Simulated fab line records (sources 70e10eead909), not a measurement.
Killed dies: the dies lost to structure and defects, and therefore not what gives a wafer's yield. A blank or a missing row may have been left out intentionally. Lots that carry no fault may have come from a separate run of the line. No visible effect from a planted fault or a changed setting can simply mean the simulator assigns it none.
A lot that was struck, set against a sound lot -- flow nand_harc -- 13 steps out of a route of 1302
Sound: wafers L898.1, L898.3, L898.5. Struck: wafers L902.2, L902.3, L902.4. Last of all comes the cause.
At each step with rows: each side's tool, then ch and its chambers, then its first start. Under that, the readings that differ: sound wafers -- struck wafers -- difference of the means -- sigmas: that difference in standard deviations of wafers without a fault.
alike: same words and numbers on both sides, and readings whose means sit less than 2 such deviations apart. not compared: any withheld reading, any reading some wafer has no value for, any bound like >300 that may hide the same value, and any number with overlapping values for which the record gives no deviation.
Wherever a step has rows on one side only, a row that says differs or no value, or a row with sigmas, the two part there. Non-overlapping numbers with no deviation appear without sigmas and do not part them. A reading missing from all wafers of one side parts the sides only when that side holds two or more wafers.

first, 2 steps without rows for these wafers: NHARC_A_STAIRCASE_HARDBAKE_185 (time 140 s); NHARC_A_STAIRCASE_DESCUM_186 (chemistry O2, time 3 s).
NHARC_A_STAIRCASE_TRIM_187: chemistry O2, time 211.2 s.
  sound on rie_diel-11 ch 0,1,2, day 15 19:07; struck on rie_diel-02 ch 0,1,3, day 17 19:21
reading,sound,struck,difference,sigmas
oes_product_au (a.u.),1.009 1.014 1.007,0.993 0.973 0.991,-0.024,-2
  alike: chamber_pressure_mTorr, drypump_motor_current_A, rf_vpp_V, showerhead_plenum_p_Torr, throttle_valve_pct
  not compared: rf_hours_counter_h
NHARC_A_STAIRCASE_ETCH_188: etches the open film in C4F8/O2, target depth 100 nm, time 40.5 s.
  sound: rie_diel-11 ch 0,1; struck: rie_diel-02 ch 0,2,3
  alike: oes_product_au, rf_vpp_V
  not compared: rf_hours_counter_h
then, 2 steps without rows for these wafers: NHARC_A_STAIRCASE_TRIM_189 (chemistry O2, time 211.2 s); NHARC_A_STAIRCASE_ETCH_190 (etches the open film in C4F8/O2, target depth 100 nm, time 40.5 s).
NHARC_A_STAIRCASE_TRIM_191: chemistry O2, time 211.2 s.
  sound: rie_diel-11 ch 1,2; struck: rie_diel-02 ch 1,2,3
  alike: chamber_pressure_mTorr, drypump_motor_current_A, oes_product_au, rf_vpp_V, showerhead_plenum_p_Torr, throttle_valve_pct
  not compared: rf_hours_counter_h
then, 1 step without rows for these wafers: NHARC_A_STAIRCASE_ETCH_192 (etches the open film in C4F8/O2, target depth 100 nm, time 40.5 s).
NHARC_A_STAIRCASE_TRIM_193: chemistry O2, time 211.2 s.
  sound: rie_diel-11 ch 2,3; struck: rie_diel-02 ch 0,1,2
  alike: chamber_pressure_mTorr, drypump_motor_current_A, oes_product_au, rf_vpp_V, showerhead_plenum_p_Torr, throttle_valve_pct
  not compared: rf_hours_counter_h
NHARC_A_STAIRCASE_ETCH_194: etches the open film in C4F8/O2, target depth 100 nm, time 40.5 s.
  sound: rie_diel-11 ch 0,1,2; struck: rie_diel-02 ch 0,1,3
  alike: oes_product_au, rf_vpp_V
  not compared: rf_hours_counter_h
NHARC_A_STAIRCASE_TRIM_196: chemistry O2, time 211.2 s.
  sound on rie_diel-10 ch 0,3, day 15 20:43; struck on rie_diel-02 ch 0,1,3, day 17 20:23
  no value came back on the struck wafers for any of 8 readings (bias_w (W), chamber_pressure_mTorr (mTorr) and others); on the sound wafers bias_w (W) reads 0 0 0
  not compared: rf_hours_counter_h
then, 1 step without rows for these wafers: NHARC_A_STAIRCASE_ETCH_197 (etches the open film in C4F8/O2, target depth 100 nm, time 40.5 s).
-- jump in the record: it breaks off in module A_STAIRCASE and resumes in module END (first step shown: number 1302 of the route), and 8 days separate the struck wafers' starts before and after --
NHARC_END_SORT_01:
  here the record holds rows for the struck wafers (prober-01 ch 0, day 25 17:34) but none for the sound ones

== WHERE THEY PART ==
At NHARC_A_STAIRCASE_TRIM_187 first; at NHARC_END_SORT_01 last (within this record only).

WHY: what had been put in by the simulator
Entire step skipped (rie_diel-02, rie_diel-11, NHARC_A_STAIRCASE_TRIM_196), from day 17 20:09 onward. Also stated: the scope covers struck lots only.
